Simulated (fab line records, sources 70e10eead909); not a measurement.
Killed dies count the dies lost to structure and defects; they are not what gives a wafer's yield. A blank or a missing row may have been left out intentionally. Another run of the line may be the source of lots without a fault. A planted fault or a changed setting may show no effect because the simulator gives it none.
fab line records	flow nand-harc
record lots=10	wafers=30	last-day=25
route steps=1159 shown P_M1@295 P_M2@330 END@1159
lots with no fault: from the same line, run without faults
start-h: hours from the record's opening day to when the first of the lot's shown wafers began	wait-h: hours elapsed since this lot's preceding step	" the same as in the row above	L1.1+2: a row that stands for several wafers	- value missing, or start not given	* or withheld: withheld	< > ~ a bound
route shown NAME@n: names a module that has steps shown in the file, with the first one's number in the route	usual: mean/standard deviation of fault-free wafers	same: alike in all rows	chamber/n: place in a boat	sites: per-site readings	_std_site: standard deviation across them	_edge_site: the outer-site mean with the inner-site mean subtracted	radius-mm: for every site, how far away it sits from the centre of the wafer	mask NAME#n: copy n	behind: the most recent tool/chamber to have shaped the wafer	hold: why the lot was held/for how many hours/how that ended	device: transistor that didn't switch, given as n, p or np	end of line: tests of these same wafers at the route's end	for a step that has no rows: nothing shown but its recipe	killed: dies lost to structure and defects at the first sort, not the wafer's yield	map: per-die view of a wafer (x killed, . not killed, _ where there is no die)
set.NAME: the setting as run; set.NAME@STEP: as run at that earlier step	model.NAME: the simulator's own value behind a step, which no gauge read
steps of the route over a sample of lots; a table a step, a row a wafer
services: the hour from which a tool's chamber was out of use, counted from the record's first day as start-h (under 0 if before that day), plus the number of hours and why
## steps
# step NHARC_P_M1_CD_MEAS_09
# recipe target-cd-nm=130	landing-energy-ev=500
# usual cd-nm=129.9/0.46
lot.wafer	tool	chamber	start-h	wait-h	cd-nm
L906.1	cd-sem-01	0	140.27	-	130.4
L906.4	"	0	"	"	129.8
L906.6	"	0	"	"	130.1
L913.2	cd-sem-02	0	188.52	-	129.2
L913.4	"	0	"	"	129.3
L913.5	"	0	"	"	129.0
L918.4	cd-sem-01	0	198.73	-	130.4
L918.5	"	0	"	"	129.8
L918.6	"	0	"	"	129.8
L917.4	cd-sem-01	0	198.88	-	129.9
L917.5	"	0	"	"	130.2
L917.6	"	0	"	"	129.9
L916.1	cd-sem-02	0	199.15	-	129.6
L916.2	"	0	"	"	129.9
L916.3	"	0	"	"	128.9
L919.1	cd-sem-02	0	221.56	-	129.6
L919.3	"	0	"	"	129.1
L919.6	"	0	"	"	129.6
L920.2	cd-sem-03	0	222.32	-	129.7
L920.4	"	0	"	"	130.1
L920.5	"	0	"	"	129.9
L921.2	cd-sem-01	0	222.79	-	130.1
L921.4	"	0	"	"	129.8
L921.6	"	0	"	"	129.7
L925.2	cd-sem-02	0	242.97	-	129.8
L925.4	"	0	"	"	130.6
L925.6	"	0	"	"	130.2
L927.1	cd-sem-03	0	256.75	-	130.5
L927.2	"	0	"	"	130.2
L927.6	"	0	"	"	130.6
# step NHARC_P_M1_STRIP_18
# recipe power-w=1000	n2-flow-sccm=150	h2-flow-sccm=150	ar-flow-sccm=0	bias-w=0	chemistry=N2/H2
# usual drypump-motor-current-A=5.7/0.44	oes-product-au=0.999/0.0084	power-w=1000/3.2	rf-vpp-V=90.8/1	showerhead-plenum-p-Torr=2.06/0.089	throttle-valve-pct=14.171/0.0091
lot.wafer	tool	chamber	start-h	wait-h	drypump-motor-current-A	oes-product-au	power-w	rf-hours-counter-h	rf-vpp-V	showerhead-plenum-p-Torr	throttle-valve-pct
L906.4	rie-diel-07	1	140.83	0.1	6.3	0.998	1002	1.7	89.9	1.98	14.163
L906.1	"	0	"	"	6.3	0.977	998	1.7	91.0	2.06	14.159
L906.6	"	1	"	"	6.3	1.002	1004	-	90.9	1.98	14.149
L913.2	rie-diel-07	2	189.18	0.1	5.1	1.018	998	2.8	92.2	2.13	14.176
L913.4	"	3	"	"	5.8	1.014	1004	2.7	90.6	2.06	14.164
L913.5	"	1	"	"	6.3	1.015	997	-	90.2	1.98	14.163
L918.4	rie-diel-01	0	199.43	0.2	5.5	0.995	1003	-	90.3	2.18	14.176
L918.6	"	1	"	"	5.3	0.994	1000	-	91.0	2.06	14.165
L918.5	"	3	"	"	5.4	1.005	998	-	91.3	2.07	14.168
L917.4	rie-diel-07	0	199.46	0.1	6.3	0.994	996	3.1	91.3	2.06	14.159
L917.6	"	3	"	"	5.8	1.009	998	-	89.8	2.06	14.162
L917.5	"	0	"	"	6.3	0.990	997	-	90.2	2.06	14.172
L916.3	rie-diel-12	2	199.76	0.1	6.5	1.006	996	10.3	91.1	2.04	14.180
L916.2	"	3	"	"	6.1	1.003	998	11.2	89.0	1.90	14.174
L916.1	"	1	"	"	5.5	0.997	997	11.2	91.2	1.94	14.185
L919.1	rie-diel-01	1	222.16	0.1	5.4	0.997	1001	4.7	91.7	2.06	14.179
L919.3	"	0	"	"	5.5	1.003	1002	4.9	91.0	2.18	14.176
L919.6	"	2	"	"	5.3	0.991	996	-	92.8	2.21	14.165
L920.2	rie-diel-01	0	222.92	0.1	5.5	1.013	1002	4.9	92.4	2.18	14.186
L920.4	"	2	"	"	5.3	1.008	997	2.7	92.9	2.21	14.175
L920.5	"	3	"	"	5.4	1.013	994	-	91.9	2.07	14.170
L921.2	rie-diel-12	0	223.35	0.1	6.1	0.987	996	0.3	90.8	2.02	14.173
L921.4	"	1	"	"	5.5	0.986	1003	0.2	89.5	1.94	14.168
L921.6	"	1	"	"	5.5	0.986	1001	-	90.7	1.94	14.180
L925.2	rie-diel-12	3	243.54	0.1	6.1	1.000	1000	1.1	89.1	1.90	14.175
L925.4	"	2	"	"	6.5	0.998	1001	1.0	90.0	2.04	14.161
L925.6	"	0	"	"	6.1	0.988	1003	-	91.5	2.02	14.177
L927.2	rie-diel-07	3	257.31	0.1	5.7	1.016	999	0.5	91.1	2.06	14.189
L927.1	"	1	"	"	6.3	1.017	1001	0.5	90.6	1.98	14.168
L927.6	"	2	"	"	5.1	1.004	1001	-	90.3	2.13	14.171
# step NHARC_P_M1_ETCH_28
# recipe target-depth-a=300	over-etch-frac=0.3	time-s=72.99	ion-energy-ev=150	cf4-flow-sccm=50	n2-flow-sccm=100	ar-flow-sccm=150	rf-w=300	bias-w=100	chemistry=CF4/N2
# usual drypump-motor-current-A=5.7/0.45	oes-product-au=0.998/0.0063	rf-vpp-V=314.6/1.9	showerhead-plenum-p-Torr=2.65/0.11	throttle-valve-pct=19.794/0.0089
# same over-etch-frac=0.3
lot.wafer	tool	chamber	start-h	wait-h	drypump-motor-current-A	oes-product-au	rf-hours-counter-h	rf-vpp-V	showerhead-plenum-p-Torr	throttle-valve-pct
L906.1	rie-diel-07	1	-	-	6.4	1.003	1.8	314.5	2.55	19.782
L906.4	"	0	"	"	6.2	0.996	1.7	315.3	2.65	19.789
L906.6	"	1	"	"	6.3	0.995	-	312.8	2.55	19.801
L913.2	rie-diel-07	3	-	-	5.7	1.002	2.7	315.2	2.65	19.781
L913.4	"	2	"	"	5.1	1.002	2.8	316.2	2.74	19.787
L913.5	"	3	"	"	5.8	1.003	-	313.8	2.65	19.785
L918.5	rie-diel-01	0	-	-	5.5	0.999	-	317.9	2.80	19.785
L918.4	"	1	"	"	5.3	1.003	-	314.4	2.65	19.790
L918.6	"	3	"	"	5.4	0.993	-	314.2	2.66	19.782
L917.4	rie-diel-07	0	-	-	6.2	1.005	3.1	315.1	2.65	19.791
L917.6	"	3	"	"	5.7	1.000	-	315.1	2.65	19.788
L917.5	"	0	"	"	6.2	0.999	-	314.9	2.65	19.790
L916.1	rie-diel-12	3	-	-	6.2	0.994	11.2	310.2	2.46	19.786
L916.3	"	1	"	"	5.5	0.992	11.3	311.9	2.51	19.774
L916.2	"	2	"	"	6.5	0.992	10.4	315.5	2.63	19.801
L919.1	rie-diel-01	2	-	-	5.3	0.995	2.6	317.6	2.83	19.806
L919.3	"	0	"	"	5.5	0.993	4.9	316.9	2.80	19.781
L919.6	"	2	"	"	5.3	0.986	-	316.8	2.82	19.775
L920.4	rie-diel-01	2	-	-	5.3	0.998	2.7	317.9	2.82	19.811
L920.2	"	3	"	"	5.4	1.003	4.9	315.4	2.66	19.801
L920.5	"	2	"	"	5.3	0.995	-	318.3	2.83	19.789
L921.2	rie-diel-12	3	-	-	6.2	1.003	0.3	311.4	2.46	19.800
L921.4	"	0	"	"	6.1	0.988	0.3	314.1	2.60	19.802
L921.6	"	2	"	"	6.5	1.005	-	313.5	2.63	19.804
L925.4	rie-diel-12	3	-	-	6.1	0.995	1.2	311.3	2.46	19.790
L925.2	"	0	"	"	6.1	0.992	1.6	314.6	2.60	19.799
L925.6	"	1	"	"	5.5	0.994	-	312.2	2.51	19.804
L927.2	rie-diel-07	2	-	-	5.1	0.998	0.6	315.6	2.74	19.795
L927.1	"	3	"	"	5.8	1.004	0.6	313.4	2.65	19.806
L927.6	"	2	"	"	5.1	1.007	-	315.8	2.73	19.803
# step NHARC_P_M1_CMP_23
# recipe t-overpolish-s=20	target-thk-nm=157.82
# usual motor-current-A=12.0/1.2	time-to-endpoint-s=28.9/1.7
lot.wafer	tool	chamber	start-h	wait-h	motor-current-A	time-to-endpoint-s
L906.4	cmp-03	0	142.86	-	13.2	31.5
L906.1	"	2	"	"	12.3	30.8
L906.6	"	3	"	"	14.1	26.8
L913.2	cmp-01	1	190.86	-	13.5	29.3
L913.4	"	2	"	"	11.0	30.0
L913.5	"	2	"	"	11.0	30.5
L918.4	cmp-03	1	201.15	-	12.8	31.1
L918.6	"	0	"	"	13.4	30.5
L918.5	"	1	"	"	12.5	27.6
L917.4	cmp-04	0	201.21	-	11.8	28.1
L917.6	"	0	"	"	11.4	28.9
L917.5	"	1	"	"	11.3	27.0
L916.1	cmp-01	3	201.65	-	10.8	27.9
L916.2	"	0	"	"	10.0	26.5
L916.3	"	1	"	"	13.2	29.0
L919.1	cmp-04	3	224.73	-	13.6	31.8
L919.3	"	1	"	"	10.7	27.8
L919.6	"	2	"	"	11.4	30.9
L921.2	cmp-04	0	225.16	-	11.7	30.0
L921.4	"	2	"	"	11.6	30.7
L921.6	"	0	"	"	11.6	28.8
L920.2	cmp-04	3	225.45	-	13.1	30.6
L920.4	"	2	"	"	10.6	30.5
L920.5	"	3	"	"	13.3	29.5
L925.2	cmp-04	3	245.31	-	12.5	30.9
L925.4	"	0	"	"	11.7	29.8
L925.6	"	1	"	"	10.0	29.8
L927.1	cmp-04	2	259.13	-	10.8	32.5
L927.2	"	0	"	"	11.4	30.2
L927.6	"	2	"	"	10.8	32.1
# step NHARC_P_M1_INSPECT_27
# usual raw-defect-count=308/150
lot.wafer	tool	chamber	start-h	wait-h	raw-defect-count
L906.1	defect-inspect-01	-	143.30	0.0	250
L906.4	"	-	"	"	287
L906.6	"	-	"	"	205
L913.2	defect-inspect-02	-	191.33	0.0	1640
L913.4	"	-	"	"	592
L913.5	"	-	"	"	570
L918.4	defect-inspect-01	-	201.59	0.0	376
L918.5	"	-	"	"	340
L918.6	"	-	"	"	414
L917.4	defect-inspect-02	-	201.68	0.0	247
L917.5	"	-	"	"	316
L917.6	"	-	"	"	211
L916.1	defect-inspect-01	-	202.09	0.0	171
L916.2	"	-	"	"	145
L916.3	"	-	"	"	1510
L919.1	defect-inspect-01	-	225.18	0.0	191
L919.3	"	-	"	"	201
L919.6	"	-	"	"	187
L921.2	defect-inspect-01	-	225.62	0.0	340
L921.4	"	-	"	"	381
L921.6	"	-	"	"	315
L920.2	defect-inspect-02	-	225.92	0.0	144
L920.4	"	-	"	"	180
L920.5	"	-	"	"	274
L925.2	defect-inspect-01	-	245.73	0.0	421
L925.4	"	-	"	"	995
L925.6	"	-	"	"	403
L927.1	defect-inspect-01	-	259.58	0.0	325
L927.2	"	-	"	"	162
L927.6	"	-	"	"	234
# step NHARC_P_M2_INSPECT_11
# usual raw-defect-count=4.4/2.4
lot.wafer	tool	chamber	start-h	wait-h	raw-defect-count
L906.1	defect-inspect-02	-	144.86	0.0	4
L906.4	"	-	"	"	3
L906.6	"	-	"	"	7
L913.2	defect-inspect-01	-	192.85	0.0	1364
L913.4	"	-	"	"	2
L913.5	"	-	"	"	4
L918.4	defect-inspect-02	-	203.12	0.0	3
L918.5	"	-	"	"	5
L918.6	"	-	"	"	4
L917.4	defect-inspect-01	-	203.37	0.0	4
L917.5	"	-	"	"	2
L917.6	"	-	"	"	0
L916.1	defect-inspect-02	-	203.71	0.0	3
L916.2	"	-	"	"	1
L916.3	"	-	"	"	1333
L919.1	defect-inspect-02	-	226.73	0.1	5
L919.3	"	-	"	"	3
L919.6	"	-	"	"	6
L921.2	defect-inspect-01	-	227.28	0.0	5
L921.4	"	-	"	"	5
L921.6	"	-	"	"	1
L920.2	defect-inspect-02	-	227.74	0.1	6
L920.4	"	-	"	"	6
L920.5	"	-	"	"	3
L925.2	defect-inspect-01	-	247.23	0.0	6
L925.4	"	-	"	"	4
L925.6	"	-	"	"	5
L927.1	defect-inspect-02	-	261.11	0.0	2
L927.2	"	-	"	"	3
L927.6	"	-	"	"	1
# step NHARC_END_SORT_01
# recipe temp-c=25
# usual defect-limited-yield=95.7/1.5	killed-at-array=25/9.8	killed-at-other=0.8/1.1	killed-at-periphery=3.3/2.1	killed-dies=29/10	killed-open=3.3/1.8	killed-short=1.9/1.4	sort_bin_2_pct=1.3/0.6	sort_bin_3_pct=0.25/0.23	sort_bin_4_pct=2.8/0.97	sort-n-pass=648/10	sort-rim-yield-pct=95/3.2	sort-yield-pct=95.7/1.5
# same gross-dies=677	sort_bin_5_pct[%]=0	sort_bin_6_pct[%]=0	sort_bin_7_pct[%]=0	sort_bin_8_pct[%]=0	sort-rim-n-gross=106.00
lot.wafer	tool	chamber	start-h	wait-h	defect-limited-yield[%]	killed-at-array	killed-at-other	killed-at-periphery	killed-dies	killed-open	killed-short	sort_bin_2_pct[%]	sort_bin_3_pct[%]	sort_bin_4_pct[%]	sort-n-pass	sort-rim-yield-pct[%]	sort-yield-pct[%]
L913.2	prober-02	0	510.65	2.8	14.3	19	4	557	580	2	0	38.1	9.90	37.7	97	11	14.3
L913.4	prober-02	0	512.24	3.4	95.6	24	3	3	30	1	3	0.9	0.15	3.4	647	92	95.6
L913.5	prober-02	0	513.04	3.7	94.5	35	1	1	37	0	2	1.5	0.15	3.8	640	96	94.5
L917.4	prober-02	0	542.83	3.4	93.4	43	1	1	45	0	2	2.1	0.59	4.0	632	95	93.4
L917.5	prober-02	0	543.63	3.7	93.5	41	0	3	44	4	4	2.4	0.15	4.0	633	96	93.5
L917.6	prober-02	0	544.43	4.0	95.9	28	0	0	28	2	2	1.3	0.44	2.4	649	92	95.9
L916.1	prober-01	0	548.20	2.5	97.0	14	1	5	20	6	2	0.4	0.15	2.4	657	99	97.0
L916.2	prober-01	0	549.00	2.8	97.3	14	0	4	18	5	3	0.7	0.30	1.6	659	96	97.3
L916.3	prober-01	0	549.80	3.1	13.7	6	0	578	584	3	0	36.9	9.45	39.9	93	21	13.7
# killed by level:class
L913.2 P_M1:unspecified=554 A_SLIT:chamber-film-flake=8 A_CHANNEL_HOLE_D1:chamber-film-flake=5 THIN_TSV:chamber-film-flake=4 P_GATE:chamber-film-flake=2 A_CHANNEL_FILL_D1:chamber-film-flake=2 A_M0:chamber-film-flake=2 P_M1:geometric-particle:open=1
L913.4 A_CHANNEL_HOLE_D1:chamber-film-flake=10 A_SLIT:chamber-film-flake=5 THIN_TSV:chamber-film-flake=3 A_CHANNEL_FILL_D1:chamber-film-flake=2 A_STAIRCASE:chamber-film-flake=2 P_GATE:geometric-particle:short=1 P_M0:geometric-particle:short=1 A_CONTACT:geometric-particle:open=1
L913.5 A_SLIT:chamber-film-flake=17 A_CHANNEL_HOLE_D1:chamber-film-flake=9 A_STAIRCASE:chamber-film-flake=3 A_M0:chamber-film-flake=2 A_ONON_D1:geometric-particle:short=1 A_CHANNEL_FILL_D1:geometric-particle:short=1 P_GATE:chamber-film-flake=1 A_SGD_CUT:chamber-film-flake=1
L917.4 A_SLIT:chamber-film-flake=18 A_STAIRCASE:chamber-film-flake=13 A_CONTACT:chamber-film-flake=4 A_CHANNEL_HOLE_D1:chamber-film-flake=3 A_M1:chamber-film-flake=2 A_ONON_D1:geometric-particle:short=1 A_CHANNEL_FILL_D1:geometric-particle:short=1 P_GATE:chamber-film-flake=1
L917.5 A_SLIT:chamber-film-flake=12 A_STAIRCASE:chamber-film-flake=9 A_CONTACT:chamber-film-flake=6 A_CHANNEL_HOLE_D1:chamber-film-flake=5 A_M1:chamber-film-flake=2 P_STI:geometric-particle:short=1 P_CONTACT:geometric-particle:open=1 A_ONON_D1:geometric-particle:open=1
L917.6 A_SLIT:chamber-film-flake=7 A_CONTACT:chamber-film-flake=7 A_CHANNEL_HOLE_D1:chamber-film-flake=5 A_STAIRCASE:chamber-film-flake=5 A_ONON_D1:geometric-particle:short=1 A_CHANNEL_HOLE_D1:geometric-particle:short=1 A_CONTACT:geometric-particle:open=1 A_M0:geometric-particle:open=1
L916.1 A_CHANNEL_HOLE_D1:chamber-film-flake=6 P_CONTACT:geometric-particle:open=3 A_CONTACT:geometric-particle:open=3 A_STAIRCASE:chamber-film-flake=2 A_SLIT:geometric-particle:short=1 A_M0:geometric-particle:short=1 P_STI:chamber-film-flake=1 P_M0:chamber-film-flake=1
L916.2 A_CHANNEL_HOLE_D1:chamber-film-flake=4 A_CONTACT:chamber-film-flake=4 P_CONTACT:geometric-particle:open=2 A_SGD_CUT:geometric-particle:open=1 P_CONTACT:geometric-particle:short=1 A_CHANNEL_FILL_D1:geometric-particle:short=1 A_CHANNEL_FILL_D1:geometric-particle:open=1 A_WL_FILL:geometric-particle:short=1
L916.3 P_M1:unspecified=577 A_CHANNEL_HOLE_D1:chamber-film-flake=3 P_M1:geometric-particle:open=1 A_BLC:geometric-particle:open=1 A_M0:geometric-particle:open=1 A_STAIRCASE:chamber-film-flake=1
## services
tool	chamber	start-h	hours	kind
rie-diel-07	0	133.70	-	clean
rie-diel-07	1	133.70	-	clean
rie-diel-07	2	133.70	-	clean
rie-diel-07	3	133.70	-	clean
rie-diel-01	-	137.80	9.0	pm
rie-diel-12	-	142.54	4.3	repair
cmp-03	-	156.00	4.0	pm
rie-diel-01	1	156.94	8.5	repair
rie-diel-07	0	158.20	-	clean
rie-diel-07	1	158.20	-	clean
rie-diel-07	2	158.20	-	clean
rie-diel-12	-	174.62	0.3	repair
cmp-01	-	179.50	4.0	pm
rie-diel-01	2	184.30	15.7	repair
cmp-03	-	185.05	2.0	repair
rie-diel-12	0	197.91	6.5	repair
rie-diel-12	-	202.78	9.0	pm
rie-diel-07	0	203.53	69.7	repair
cmp-04	-	203.95	4.0	pm
cmp-01	-	214.97	20.2	repair
cmp-03	-	224.12	11.0	repair
rie-diel-07	-	228.20	9.0	pm
cmp-03	-	254.11	4.0	pm
cmp-01	-	254.26	0.6	repair
## key
first-sign step=NHARC_P_M1_INSPECT_27	reading=raw-defect-count	direction=up	sigmas=8.5	usual=308	struck=1575
effect step=NHARC_P_M2_INSPECT_11	reading=raw-defect-count	direction=up	sigmas=99+	usual=4.4	struck=1348.5
effect step=NHARC_END_SORT_01	reading=killed-at-periphery	direction=up	sigmas=99+	usual=3.3	struck=567.5
more-kills-born-at NHARC_P_M1_CMP_23@cmp-01=1131
met-at NHARC_P_M1_CMP_23
struck-lots L913,L916
struck-wafers L913.2,L916.3
not-acting-at NHARC_P_M1_CD_MEAS_09,NHARC_P_M1_STRIP_18,NHARC_P_M1_ETCH_28
fault kind=chamber-particle-source	tool=cmp-01	chamber=1	onset-h=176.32	steps=NHARC_P_M1_CMP_23	rate-per-visit-cm2=2.0648	end-h=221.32
